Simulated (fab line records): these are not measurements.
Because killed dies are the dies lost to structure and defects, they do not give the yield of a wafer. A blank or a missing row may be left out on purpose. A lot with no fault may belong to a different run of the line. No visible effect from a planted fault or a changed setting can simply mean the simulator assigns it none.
Comparing a struck lot with a sound one | flow n5_finfet | 39 steps out of a route of 1938
Sound: these wafers, L779.1, L779.2, L779.5. Struck: wafers L780.2, L780.4. (L780.1 of the same lot was not struck and is left out.) The cause comes at the end.
Order at every step that has rows: each side's tool, ch and its chambers, its first start. Under that, the readings that differ: sound wafers | struck wafers | difference of the means | sigmas: that difference in standard deviations of wafers without a fault.
alike: readings whose means differ by less than 2 such deviations, and words and numbers that are the same on both sides. not compared: withheld readings, readings that some wafer has no value for, bounds like >300 that may hide the same value, and numbers for which the record gives no deviation and whose values overlap.
The two part at a step that has a row with sigmas, a row that says differs or no value, or rows on one side only. Non-overlapping numbers with no deviation appear without sigmas and do not part them. A reading that every wafer of one side lacks parts them only if that side has two wafers or more.

first, 9 steps without rows for these wafers: N5_MOL_CONTACT_COAG_SPUTTER_130 (material Co, target thk 47.5 nm); N5_MOL_CONTACT_COAG_PRECLEAN_125 (cleans in DIW, time 57.5 s); N5_MOL_CONTACT_COAG_SRD_126 (dry time 32 s); N5_MOL_CONTACT_COAG_CMP_23 (polishes, stops on SiO2, t overpolish 1.5 s, target thk 0 nm); N5_MOL_CONTACT_COAG_WET_ETCH_26 (target Co, target depth 13 nm); N5_MOL_CONTACT_COAG_WET_ETCH_116 (etches the open film in SC1-inhibited, target depth 4.6 nm, rinse time 30 s); N5_MOL_CONTACT_COAG_ALD_27 (deposits SiOC, target thk 17 nm, pulse time 1.5 s, time 2720 s); N5_MOL_CONTACT_COAG_CMP_28 (polishes, stops on SiNx, t overpolish 0.85 s, target thk 14.522 nm); N5_MOL_CONTACT_COAG_ALD_123 (deposits SiNx, target thk 5 nm, pulse time 1 s, purge time 2 s).
N5_MOL_CONTACT_COAG_PECVD_31: deposits SiO2 from TEOS/O2, target thk 46 nm, time 8.9 s.
  sound on pecvd-01 ch 1,2, day 7 08:23; struck on pecvd-01 ch 1, day 7 17:04
  reading                                             | sound                | struck        | difference | sigmas
  susceptor_temp_C (C)                                | 399.91 400.08 400.02 | 393.19 393.45 | -6.68      | -29
  model.SiO2_of_MOL_CONTACT_COAG_PECVD_31.thk_nm (nm) | 44.6 45.4 45.6       | 47.8 48.4     | +2.9       |
then, 19 steps without rows for these wafers: N5_MOL_CONTACT_COAG_COAT_75 (time 60 s, resist thk 60 nm); N5_MOL_CONTACT_COAG_COAT_76 (time 60 s, resist thk 10 nm); N5_MOL_CONTACT_COAG_COAT_77 (time 60 s, resist thk 10 nm); N5_MOL_CONTACT_COAG_COAT_78 (resist thk 40 nm); N5_MOL_CONTACT_COAG_EBR_80; N5_MOL_CONTACT_COAG_SOFTBAKE_79 (time 60 s); N5_MOL_CONTACT_COAG_EXPOSE_81 (exposes mask VG, defocus 0 nm); N5_MOL_CONTACT_COAG_PEB_82 (peb time 60 s); N5_MOL_CONTACT_COAG_DEVELOP_83 (develop time 30 s); N5_MOL_CONTACT_COAG_DESCUM_88 (chemistry O2, time 7 s); N5_MOL_CONTACT_COAG_ETCH_89 (etches underlayer in N2/H2, target depth 13 nm, time 10.4 s); N5_MOL_CONTACT_COAG_ETCH_90 (etches SiARC in CF4, target depth 13 nm, time 21.7 s); N5_MOL_CONTACT_COAG_ALD_131 (deposits SiO2, target thk 5 nm, pulse time 1 s, co reactant pulse time 1 s); N5_MOL_CONTACT_COAG_ETCHBACK_132 (etches SiO2 in CHF3, target depth 10 nm, time 6.7 s); N5_MOL_CONTACT_COAG_ETCH_91 (etches SOC in N2/H2, target depth 60 nm, overetch 21 nm, time 101.2 s); N5_MOL_CONTACT_COAG_STRIP_92 (strips in N2/H2); N5_MOL_CONTACT_COAG_STRIP_93 (strips in N2/H2); N5_MOL_CONTACT_COAG_ETCHBACK_135 (etches SiO2 in CHF3, target depth 25 nm, time 16.7 s); N5_MOL_CONTACT_COAG_STRIP_118 (strips in CHF3).
N5_MOL_CONTACT_COAG_VIA_ETCH_46: etches SiO2 in C4F6/O2, target depth 46 nm, overetch 9.2 nm, time 40 s.
  sound on rie_diel-02 ch 1,2, day 7 09:31; struck on rie_diel-02 ch 0,2, day 7 18:22
  reading                  | sound             | struck     | difference | sigmas
  model.etch.depth_nm (nm) | 44.62 45.37 45.59 | 47.86 48.5 | +2.99      |
  alike: O2_flow_sccm, bias_w, drypump_motor_current_A, oes_o_777_au, oes_product_au, rf_vpp_V, showerhead_plenum_p_Torr, throttle_valve_pct
  not compared: rf_hours_counter_h
then, 5 steps without rows for these wafers: N5_MOL_CONTACT_COAG_STRIP_96 (strips in N2/H2); N5_MOL_CONTACT_COAG_ETCH_47 (etches SiNx in CH3F/O2, stops on W, target depth 27 nm); N5_MOL_CONTACT_COAG_STRIP_119 (strips in N2/H2, time 30 s); N5_MOL_CONTACT_COAG_PRECLEAN_144 (cleans in alkaline clean, time 60 s); N5_MOL_CONTACT_COAG_SRD_145 (time 30 s).
N5_MOL_CONTACT_COAG_CMP_52: polishes, stops on SiO2, t overpolish 1.5 s, target thk 66.5 nm.
  sound on cmp-03 ch 0,1,3, day 7 12:16; struck on cmp-01 ch 2,3, day 7 21:33
  reading                                             | sound          | struck    | difference | sigmas
  model.SiO2_of_MOL_CONTACT_COAG_PECVD_31.thk_nm (nm) | 42.6 43.4 43.6 | 45.8 46.4 | +2.9       |
  alike: motor_current_A, overpolish_run_s, time_to_endpoint_s
N5_MOL_CONTACT_COAG_THK_MEAS_53:
  sound on film_metro-02, day 7 12:31; struck on film_metro-02, day 7 21:49
  reading          | sound          | struck    | difference | sigmas
  VIA_MOL_THK (nm) | 42.6 43.4 43.5 | 45.8 46.5 | +3.0       | +4
-- record jumps: 3 days separate the struck wafers' starts on either side; left off in module MOL_CONTACT_COAG, taken up again in module BEOL_M4, whose first shown step is the route's number 1111 --
N5_BEOL_M4_RC_MEAS_101:
  sound on prober-01 ch 0, day 10 01:08; struck on prober-01 ch 0, day 10 11:28
  alike: DIBL_N, DIBL_P, IOFF_N, IOFF_P, ION_N, ION_P, SS_N, SS_P, VT_N, VT_P
then, 1 step without rows for these wafers: N5_PASSIVATION_PROBE_49.

## WHERE THEY PART
First at N5_MOL_CONTACT_COAG_PECVD_31; last, within this record, at N5_MOL_CONTACT_COAG_THK_MEAS_53. Later steps at which nothing parts them and some readings are alike: N5_BEOL_M4_RC_MEAS_101.

WHY: the cause the simulator had injected
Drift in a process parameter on pecvd-01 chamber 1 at N5_MOL_CONTACT_COAG_PECVD_31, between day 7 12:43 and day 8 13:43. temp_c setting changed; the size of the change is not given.
